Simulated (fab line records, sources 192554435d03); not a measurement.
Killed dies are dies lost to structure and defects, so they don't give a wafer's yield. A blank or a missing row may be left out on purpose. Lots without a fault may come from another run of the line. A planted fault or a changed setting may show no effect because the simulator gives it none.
Split-lot experiment | flow n5_finfet | 7 lots, 21 wafers read, on a route of 1938 steps

THE SPLIT
At N5_BEOL_M8_PECVD_70 (deposits SiO2 from TEOS/O2, target thk 20 nm, time 22.7 s), the setting temp_c was moved away from the recipe's 400 C on 8 of the 21 wafers read, by -3.7% to +2.5%. The other wafers ran this setting at the recipe's value.

The reading is taken at the split's own step.

THE READING
SiO2_of_BEOL_M8_PECVD_70.thk_nm (the simulator's own value, which no gauge read), in nm, at N5_BEOL_M8_PECVD_70 (deposits SiO2 from TEOS/O2, target thk 20 nm, time 22.7 s). The file gives no usual value for it. The 13 wafers here that ran the recipe average 20.0 nm, standard deviation 0.39 nm.

wafer  | tool, chamber at the split | temp_c as run, C | against the recipe | SiO2_of_BEOL_M8_PECVD_70.thk_nm, nm | against lot-mates on the recipe
L077.4 | pecvd-02, 0                | 400              | recipe             | 20                                  | -
L077.5 | pecvd-02, 2                | 404.7            | +1.2%              | 19.8                                | -0.5
L077.6 | pecvd-02, 1                | 400              | recipe             | 20.6                                | -
L082.3 | pecvd-03, 1                | 400              | recipe             | 20                                  | -
L082.4 | pecvd-03, 1                | 385.4            | -3.7%              | 22.2                                | +2.1
L082.5 | pecvd-03, 0                | 400              | recipe             | 20.2                                | -
L084.2 | pecvd-01, 2                | 389.7            | -2.6%              | 21.4                                | +1.0
L084.4 | pecvd-01, 2                | 400              | recipe             | 20.4                                | -
L084.5 | pecvd-01, 1                | 389.7            | -2.6%              | 21.6                                | +1.2
L089.2 | pecvd-01, 0                | 400              | recipe             | 19.4                                | -
L089.4 | pecvd-01, 0                | 400              | recipe             | 20                                  | -
L089.6 | pecvd-01, 1                | 409.9            | +2.5%              | 18.6                                | -1.1
L093.1 | pecvd-01, 1                | 393.5            | -1.6%              | 20.8                                | +0.8
L093.2 | pecvd-01, 0                | 400              | recipe             | 20                                  | -
L093.4 | pecvd-01, 1                | 393.5            | -1.6%              | 21.2                                | +1.2
L096.2 | pecvd-02, 2                | 400              | recipe             | 20.2                                | -
L096.5 | pecvd-02, 2                | 400              | recipe             | 20.4                                | -
L096.6 | pecvd-02, 1                | 386.1            | -3.5%              | 21.8                                | +1.5
L097.1 | pecvd-02, 2                | 400              | recipe             | 19.6                                | -
L097.2 | pecvd-02, 0                | 400              | recipe             | 19.2                                | -
L097.5 | pecvd-02, 1                | 400              | recipe             | 19.8                                | -

THE FIT
A straight line over all 21 wafers: SiO2_of_BEOL_M8_PECVD_70.thk_nm changes by -0.556 nm for each +1% of temp_c; r = -0.93; the points scatter about the line by 0.35 nm.
The same after taking each lot's own level away (the mean of its wafers on the recipe; 21 wafers): -0.483 nm for each +1%; r = -0.96; scatter 0.23 nm.
On that fit, the largest move of temp_c shifts the reading by 1.8 nm.
The lots' own levels span 19.53 to 20.40 nm, that is 2.2 times the standard deviation above.
So the lot-to-lot level changes the slope: the two fits differ.
Check: with one of the wafers moved furthest among these (-3.7%) left out of the fit, the line predicts +1.67 nm for it against its lot-mates. It came out at +2.1 nm against them.

OTHER SPLITS ON THESE WAFERS
These wafers also went through other splits before the reading. Each is held against what the fit with the lots' levels taken away leaves over:
other split on the same wafers | wafers away from the commonest value | r with SiO2_of_BEOL_M8_PECVD_70.thk_nm (lot level and that fit taken away)
N5_BEOL_M4_COAT_05 spin_rpm    | 3                                    | -0.03
N5_BEOL_M4_DESCUM_16 time_s    | 5                                    | -0.19
N5_BEOL_M5_ILD_DEP_00 time_s   | 4                                    | +0.04
N5_BEOL_M5_ETCH_72 bias_w      | 7                                    | -0.21
N5_BEOL_M5_COAT_74 spin_rpm    | 6                                    | +0.42
N5_BEOL_M6_ETCH_66 source_w    | 8                                    | +0.08
N5_BEOL_M7_PECVD_70 temp_c     | 6                                    | +0.22
N5_BEOL_M7_COAT_60 spin_rpm    | 5                                    | +0.20

THE FILE'S OWN FIT
SiO2_of_BEOL_M8_PECVD_70.thk_nm changes by -0.49 nm for each +1% of temp_c, r = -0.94.
